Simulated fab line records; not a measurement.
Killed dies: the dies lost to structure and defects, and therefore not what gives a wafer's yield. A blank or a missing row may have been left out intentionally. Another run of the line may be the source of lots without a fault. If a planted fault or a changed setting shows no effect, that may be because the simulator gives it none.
Split-lot study + flow n5Finfet + route with 1938 steps; 7 lots, 39 wafers read

THE SPLIT ITSELF
At N5_SD_EPI_P_EPI_21 (deposits SiGe:B, time 355 s), the setting pressureTorr was moved away from the recipe's 20 Torr on 30 of the 39 wafers read, by -5.6% to +19.8%. The other wafers ran this setting at the recipe's value.

The split's own step is where the reading is taken.

THE READING
SiGe-B_of_SD_EPI_P_EPI_21.thkNm (the simulator's own value, which no gauge read), in nm, at N5_SD_EPI_P_EPI_21 (deposits SiGe:B, time 355 s). No usual value for it is given in the file. Across the 9 wafers here that went through the recipe, the average is 59.8 nm and the standard deviation 0.44 nm.

| wafer  | tool, chamber at the split | pressureTorr as run, Torr | against the recipe | SiGe-B_of_SD_EPI_P_EPI_21.thkNm, nm | against lot-mates on the recipe |
|--------|----------------------------|---------------------------|--------------------|-------------------------------------|---------------------------------|
| L077.1 | epiRpcvd-02, 0             | 20                        | recipe             | 60                                  | -                               |
| L077.5 | epiRpcvd-02, 0             | 20                        | recipe             | 60                                  | -                               |
| L077.2 | epiRpcvd-02, 0             | 20                        | recipe             | 60.2                                | -                               |
| L077.3 | epiRpcvd-02, 0             | 20                        | recipe             | 59.2                                | -                               |
| L077.4 | epiRpcvd-02, 0             | 20                        | recipe             | 59.6                                | -                               |
| L077.6 | epiRpcvd-02, 0             | 20                        | recipe             | 59                                  | -                               |
| L078.1 | epiRpcvd-01, 0             | 21.71                     | +8.6%              | 64.2                                | no lot-mate on the recipe       |
| L078.4 | epiRpcvd-01, 0             | 21.71                     | +8.6%              | 64.2                                | no lot-mate on the recipe       |
| L078.2 | epiRpcvd-01, 0             | 21.71                     | +8.6%              | 63                                  | no lot-mate on the recipe       |
| L078.3 | epiRpcvd-01, 0             | 21.71                     | +8.6%              | 63.6                                | no lot-mate on the recipe       |
| L078.5 | epiRpcvd-01, 0             | 21.71                     | +8.6%              | 63.4                                | no lot-mate on the recipe       |
| L078.6 | epiRpcvd-01, 0             | 21.71                     | +8.6%              | 63.8                                | no lot-mate on the recipe       |
| L082.1 | epiRpcvd-02, 0             | 23.85                     | +19.3%             | 63.4                                | no lot-mate on the recipe       |
| L082.2 | epiRpcvd-02, 0             | 23.85                     | +19.3%             | 63.4                                | no lot-mate on the recipe       |
| L082.3 | epiRpcvd-02, 0             | 23.85                     | +19.3%             | 64.4                                | no lot-mate on the recipe       |
| L082.4 | epiRpcvd-02, 0             | 23.85                     | +19.3%             | 64.2                                | no lot-mate on the recipe       |
| L082.5 | epiRpcvd-02, 0             | 23.85                     | +19.3%             | 63.2                                | no lot-mate on the recipe       |
| L082.6 | epiRpcvd-02, 0             | 23.85                     | +19.3%             | 63.6                                | no lot-mate on the recipe       |
| L086.1 | epiRpcvd-01, 0             | 18.87                     | -5.6%              | 59                                  | no lot-mate on the recipe       |
| L086.2 | epiRpcvd-01, 0             | 18.87                     | -5.6%              | 59.4                                | no lot-mate on the recipe       |
| L086.5 | epiRpcvd-01, 0             | 18.87                     | -5.6%              | 59.4                                | no lot-mate on the recipe       |
| L086.3 | epiRpcvd-01, 0             | 18.87                     | -5.6%              | 59.6                                | no lot-mate on the recipe       |
| L086.4 | epiRpcvd-01, 0             | 18.87                     | -5.6%              | 59.6                                | no lot-mate on the recipe       |
| L086.6 | epiRpcvd-01, 0             | 18.87                     | -5.6%              | 59.6                                | no lot-mate on the recipe       |
| L088.1 | epiRpcvd-02, 0             | 22.33                     | +11.6%             | 62.6                                | no lot-mate on the recipe       |
| L088.2 | epiRpcvd-02, 0             | 22.33                     | +11.6%             | 62.4                                | no lot-mate on the recipe       |
| L088.4 | epiRpcvd-02, 0             | 22.33                     | +11.6%             | 62.4                                | no lot-mate on the recipe       |
| L088.6 | epiRpcvd-02, 0             | 22.33                     | +11.6%             | 62.4                                | no lot-mate on the recipe       |
| L088.3 | epiRpcvd-02, 0             | 22.33                     | +11.6%             | 63                                  | no lot-mate on the recipe       |
| L088.5 | epiRpcvd-02, 0             | 22.33                     | +11.6%             | 61.8                                | no lot-mate on the recipe       |
| L090.1 | epiRpcvd-01, 0             | 23.95                     | +19.8%             | 64.2                                | no lot-mate on the recipe       |
| L090.2 | epiRpcvd-01, 0             | 23.95                     | +19.8%             | 65.6                                | no lot-mate on the recipe       |
| L090.5 | epiRpcvd-01, 0             | 23.95                     | +19.8%             | 65.6                                | no lot-mate on the recipe       |
| L090.3 | epiRpcvd-01, 0             | 23.95                     | +19.8%             | 64.8                                | no lot-mate on the recipe       |
| L090.6 | epiRpcvd-01, 0             | 23.95                     | +19.8%             | 64.8                                | no lot-mate on the recipe       |
| L090.4 | epiRpcvd-01, 0             | 23.95                     | +19.8%             | 66                                  | no lot-mate on the recipe       |
| L093.1 | epiRpcvd-04, 0             | 20                        | recipe             | 60                                  | -                               |
| L093.6 | epiRpcvd-04, 0             | 20                        | recipe             | 60                                  | -                               |
| L093.4 | epiRpcvd-04, 0             | 20                        | recipe             | 60.4                                | -                               |

FIT RESULTS
A straight line over all 39 wafers: SiGe-B_of_SD_EPI_P_EPI_21.thkNm changes by +0.214 nm for each +1% of pressureTorr; r = +0.91; the points scatter about the line by 0.91 nm.
Too few moved wafers have a lot-mate on the recipe to fit a line with each lot's own level taken away.

FILE'S OWN FIT
SiGe-B_of_SD_EPI_P_EPI_21.thkNm changes by +0.214 nm for each +1% of pressureTorr, r = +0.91.
